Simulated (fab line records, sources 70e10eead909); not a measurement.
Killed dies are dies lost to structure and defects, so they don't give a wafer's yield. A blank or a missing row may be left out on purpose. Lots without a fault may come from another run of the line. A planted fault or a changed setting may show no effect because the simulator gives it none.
A struck lot beside a sound one | flow nand_harc | 21 steps out of a route of 1302
Sound: wafers L552.4, L552.5, L552.6. Struck: wafer L558.2. (L558.1, L558.6 of the same lot were not struck and are left out.) The cause comes at the end.
At each step with rows: each side's tool, then ch and its chambers, then its first start. Under that, the readings that differ: sound wafers | struck wafers | difference of the means | sigmas: that difference in standard deviations of wafers without a fault.
alike: readings whose means differ by less than 2 such deviations, and words and numbers that are the same on both sides. not compared: withheld readings, readings that some wafer has no value for, bounds like >300 that may hide the same value, and numbers for which the record gives no deviation and whose values overlap.
The two part at a step that has a row with sigmas, a row that says differs or no value, or rows on one side only. Numbers that don't overlap but have no deviation are shown without sigmas and don't part them. A reading that every wafer of one side lacks parts them only if that side has two wafers or more.

NHARC_A_BLC_CMP_25: polishes, t overpolish 30 s, target thk 150 nm.
  sound on cmp-04 ch 0,1, day 24 05:52; struck on cmp-02 ch 1, day 28 02:03
  alike: motor_current_A, overpolish_run_s, time_to_endpoint_s
then, 1 step without rows for these wafers: NHARC_A_BLC_SRD_27.
NHARC_A_BLC_INSPECT_28:
  sound on defect_inspect-01, day 24 06:14; struck on defect_inspect-02, day 28 02:27
  alike: raw_defect_count
then, 8 steps without rows for these wafers: NHARC_A_M0_DEP_00 (deposits SiOC, target thk 150 nm); NHARC_A_M0_DEHYDRATE_01 (time 120 s); NHARC_A_M0_HMDS_02 (time 30 s); NHARC_A_M0_COAT_33 (time 65 s); NHARC_A_M0_COAT_03 (resist thk 90 nm); NHARC_A_M0_SOFTBAKE_04 (time 55 s); NHARC_A_M0_EBR_05; NHARC_A_M0_EXPOSE_06 (exposes mask A M0, target cd 80 nm).
NHARC_A_M0_PEB_07: peb time 65 s.
  sound on litho_track-01 ch 0, day 24 07:04; struck on litho_track-04 ch 0, day 28 03:18
  alike: exhaust_pa
then, 1 step without rows for these wafers: NHARC_A_M0_DEVELOP_08 (develop time 35 s).
NHARC_A_M0_CD_MEAS_09: target cd 80 nm.
  sound on cd_sem-02 ch 0, day 24 07:08; struck on cd_sem-02 ch 0
  reading    | sound          | struck | difference | sigmas
  cd_nm (nm) | 79.3 79.9 79.5 | 84.4   | +4.8       | +6
  not compared: hold
NHARC_A_M0_OVL_MEAS_10: pitch 160 nm.
  sound on overlay-02, day 24 07:13; struck on overlay-01, day 28 06:22
  reading | sound | struck                   | difference                   | sigmas
  hold    | - - - | await_dispo/2.7h/release | no value on the sound wafers |
  alike: overlay_x_nm, overlay_y_nm
NHARC_A_M0_INSPECT_11:
  sound on defect_inspect-01, day 24 07:16; struck on defect_inspect-01, day 28 06:25
  alike: raw_defect_count
NHARC_A_M0_DESCUM_14: chemistry O2, time 3 s.
  sound on rie_diel-05 ch 0,3, day 24 07:20; struck on rie_diel-04 ch 3, day 28 06:28
  reading               | sound             | struck | difference | sigmas
  oes_product_au (a.u.) | 0.983 0.982 1.006 | 1.020  | +0.030     | +2
  model.A_M0.cd_nm (nm) | 80.23 80.37 80.17 | 84.69  | +4.43      |
  alike: chamber_pressure_mTorr, drypump_motor_current_A, rf_vpp_V, showerhead_plenum_p_Torr, throttle_valve_pct
  not compared: rf_hours_counter_h
NHARC_A_M0_ETCH_34: etches the open film in N2/H2, target depth 40 nm, overetch 12 nm, time 43.94 s.
  sound on rie_diel-05 ch 0,3, day 24 07:25; struck on rie_diel-04 ch 2, day 28 06:34
  alike: chamber_pressure_mTorr, drypump_motor_current_A, oes_product_au, rf_vpp_V, showerhead_plenum_p_Torr, throttle_valve_pct
  not compared: rf_hours_counter_h
NHARC_A_M0_ETCH_15: etches the open film in C4F8/Ar, target depth 150 nm, overetch 15 nm, time 82.5 s.
  sound on rie_diel-05 ch 0,1,2; struck on rie_diel-04 ch 2
  reading               | sound             | struck | difference | sigmas
  model.A_M0.cd_nm (nm) | 79.22 80.68 79.02 | 84.64  | +5.00      |
  alike: chamber_pressure_mTorr, oes_product_au, rf_vpp_V
  not compared: rf_hours_counter_h
NHARC_A_M0_CD_MEAS_16:
  sound on cd_sem-02, day 24 07:38; struck on cd_sem-03, day 28 06:57
  reading    | sound          | struck | difference | sigmas
  cd_nm (nm) | 79.4 80.6 79.2 | 84.9   | +5.2       | +5
  not compared: hold
-- the record jumps here: 3 days lie between the struck wafers' starts before and after (it left off in module A_M0 and takes up again in module END, whose first step shown is number 1302 of the route) --
NHARC_END_SORT_01:
  sound on prober-01 ch 0, day 26 01:41; struck on prober-02 ch 0, day 30 23:11
  reading     | sound | struck | difference | sigmas
  killed_open | 2 0 2 | 5      | +4         | +2
  alike: defect_limited_yield, killed_at_array, killed_at_other, killed_at_periphery, killed_dies, killed_short

WHERE THEY PART
First at NHARC_A_M0_CD_MEAS_09; last, within this record, at NHARC_END_SORT_01.

WHY: what the simulator had put in
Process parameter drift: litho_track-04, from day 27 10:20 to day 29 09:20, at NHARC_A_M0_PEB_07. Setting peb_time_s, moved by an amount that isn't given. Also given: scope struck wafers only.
